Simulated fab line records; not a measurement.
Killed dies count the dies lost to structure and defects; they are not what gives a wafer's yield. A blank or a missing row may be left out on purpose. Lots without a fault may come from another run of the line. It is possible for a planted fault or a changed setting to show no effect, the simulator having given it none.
Chamber matching :: flow nand-harc :: NHARC_A_SLIT_ETCH_29 on rie-diel-09 has 4 sister chambers
The step etches the open film in CF4/O2, target depth 100 nm, overetch 10 nm, time 55 s. 4 wafers are shown with their chamber, then 7 later ones without.

## WAFERS WITH THEIR CHAMBER
wafer: L077.3
chamber: 3
drypump-motor-current-A (A): 5.1

wafer: L081.3
chamber: 1
drypump-motor-current-A (A): 5.8

wafer: L089.1
chamber: 2
drypump-motor-current-A (A): 4.7

wafer: L089.3
chamber: 0
drypump-motor-current-A (A): 5.8

## WAFERS WITH NO CHAMBER GIVEN
wafer: L089.5
drypump-motor-current-A (A): 5.8

wafer: L095.1
drypump-motor-current-A (A): 5.1

wafer: L095.4
drypump-motor-current-A (A): 4.7

wafer: L095.6
drypump-motor-current-A (A): 5.7

wafer: L097.2
drypump-motor-current-A (A): 5.8

wafer: L097.3
drypump-motor-current-A (A): 4.7

wafer: L097.5
drypump-motor-current-A (A): 5.8

## EACH ONE'S CHAMBER
wafer: L089.5
from the rows above: can't be placed: 0 or 1
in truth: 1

wafer: L095.1
from the rows above: 3
in truth: 3

wafer: L095.4
from the rows above: 2
in truth: 2

wafer: L095.6
from the rows above: can't be placed: 0 or 1
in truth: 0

wafer: L097.2
from the rows above: can't be placed: 0 or 1
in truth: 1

wafer: L097.3
from the rows above: 2
in truth: 2

wafer: L097.5
from the rows above: can't be placed: 0 or 1
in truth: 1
Placed correctly: 3 of 7. Can't be placed from these rows: 4 (the true chamber is among the candidates in 4). 0 placed wrongly.
How it was worked out, from the rows above alone: a wafer's distance from a chamber is the root of the sum, over the readings, of the square of ((its reading less the chamber's mean) divided by the reading's scatter). The wafer belongs to the nearest chamber; if the next one is less than 2 further off, it can't be placed. The mean given for a chamber averages the wafers shown for that chamber. The scatter (one wafer shown for each chamber): square how far every hidden wafer sits from the nearest shown wafer, average those squares and take the square root.
